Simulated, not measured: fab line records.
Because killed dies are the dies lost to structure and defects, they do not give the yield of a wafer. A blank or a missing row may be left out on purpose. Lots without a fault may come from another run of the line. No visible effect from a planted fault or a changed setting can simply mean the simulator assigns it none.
A struck lot beside a sound one -- flow nand_harc -- 19 out of 1159 route steps
Sound: wafers L149.1, L149.3, L149.6. Struck: wafer L159.2. Last of all comes the cause.
For every step that has rows: the tool of each side, followed by ch and its chambers, followed by its first start. Under that, the readings that differ: sound wafers -- struck wafers -- difference of the means -- sigmas: that difference in standard deviations of wafers without a fault.
alike: same words and numbers on both sides, and readings whose means sit less than 2 such deviations apart. not compared: any withheld reading, any reading some wafer has no value for, any bound like >300 that may hide the same value, and any number with overlapping values for which the record gives no deviation.
Wherever a step has rows on one side only, a row that says differs or no value, or a row with sigmas, the two part there. Non-overlapping numbers with no deviation appear without sigmas and do not part them. Lack of a reading on every wafer of one side parts them only where that side has two or more wafers.

first, 4 steps without rows for these wafers: NHARC_A_WL_FILL_PRECLEAN_06 (cleans in DIW, time 300 s); NHARC_A_WL_FILL_SRD_07; NHARC_A_WL_FILL_ANNEAL_08 (time 1800 s); NHARC_A_WL_FILL_ALD_10 (deposits SiO2, target thk 50 nm, pulse time 10 s, ald cycles 500).
NHARC_A_WL_FILL_ETCHBACK_16: etches the open film in C4F8/O2/Ar, target depth 88 nm, time 17.6 s.
  sound on rie_diel-09 ch 1,3; struck on rie_diel-10 ch 3
  alike: oes_product_au, rf_vpp_V
  not compared: rf_hours_counter_h
then, 1 step without rows for these wafers: NHARC_A_WL_FILL_STRIP_29 (strips in O2, time 20 s).
NHARC_A_WL_FILL_ETCHBACK_17: etches the open film in Cl2/BCl3, target depth 4 nm, time 26.7 s.
  sound on rie_metal-02 ch 0,1, day 15 13:47; struck on rie_metal-02 ch 0, day 19 01:34
  alike: drypump_motor_current_A, oes_product_au
  not compared: rf_hours_counter_h
then, 3 steps without rows for these wafers: NHARC_A_WL_FILL_PRECLEAN_18 (cleans in dHF, time 30 s); NHARC_A_WL_FILL_SRD_21; NHARC_A_WL_FILL_CVD_23 (deposits poly-Si, target thk 40 nm, time 800 s).
NHARC_A_WL_FILL_ETCHBACK_26: etches the open film in HBr, target depth 52 nm, time 13.3 s.
  sound on rie_si-01 ch 0,1,2, day 15 19:08; struck on rie_si-01 ch 1, day 19 06:35
reading,sound,struck,difference,sigmas
throttle_valve_pct (%),23.272 23.264 23.249,23.282,+0.020,+2
  alike: drypump_motor_current_A, oes_product_au
  not compared: rf_hours_counter_h
NHARC_A_WL_FILL_PRECLEAN_30: cleans in dHF, time 10 s.
  sound on wet_bench-06 ch 0,1,5, day 15 19:16; struck on wet_bench-06 ch 5, day 19 06:42
after that, 1 step had no rows for these wafers: NHARC_A_WL_FILL_SRD_14.
NHARC_A_WL_FILL_ALD_19: deposits TiN, target thk 2 nm, pulse time 3 s, ald cycles 100.
  sound on ald_metal-03 ch 1,3, day 15 19:25; struck on ald_metal-01 ch 3, day 19 06:53
  alike: heater_power_w, precursor_pulse_height_rel
then, 3 steps without rows for these wafers: NHARC_A_WL_FILL_CVD_20 (deposits W, target thk 75 nm, time 5064 s); NHARC_A_WL_FILL_CMP_12 (polishes, t overpolish 30 s, target thk 75 nm); NHARC_A_WL_FILL_SRD_31.
NHARC_A_CONTACT_DEP_24: deposits SiO2, target thk 500 nm.
  sound on pecvd-03 ch 0,1,2, day 16 01:12; struck on pecvd-01 ch 0, day 19 13:05
reading,sound,struck,difference,sigmas
throttle_valve_pct (%),15.8 15.9 16.7,15.1,-1.0,-2
  alike: heater_power_w
-- jump in the record: it breaks off in module A_CONTACT and resumes in module END (first step shown: number 1159 of the route), and 4 days separate the struck wafers' starts before and after --
NHARC_END_SORT_01:
  the record has rows for the struck wafers here (prober-02 ch 0, day 23 13:01) and none for the sound ones

## WHERE THEY PART
At NHARC_A_WL_FILL_ETCHBACK_26 first; at NHARC_END_SORT_01 last (within this record only).

WHY: the cause the simulator had injected
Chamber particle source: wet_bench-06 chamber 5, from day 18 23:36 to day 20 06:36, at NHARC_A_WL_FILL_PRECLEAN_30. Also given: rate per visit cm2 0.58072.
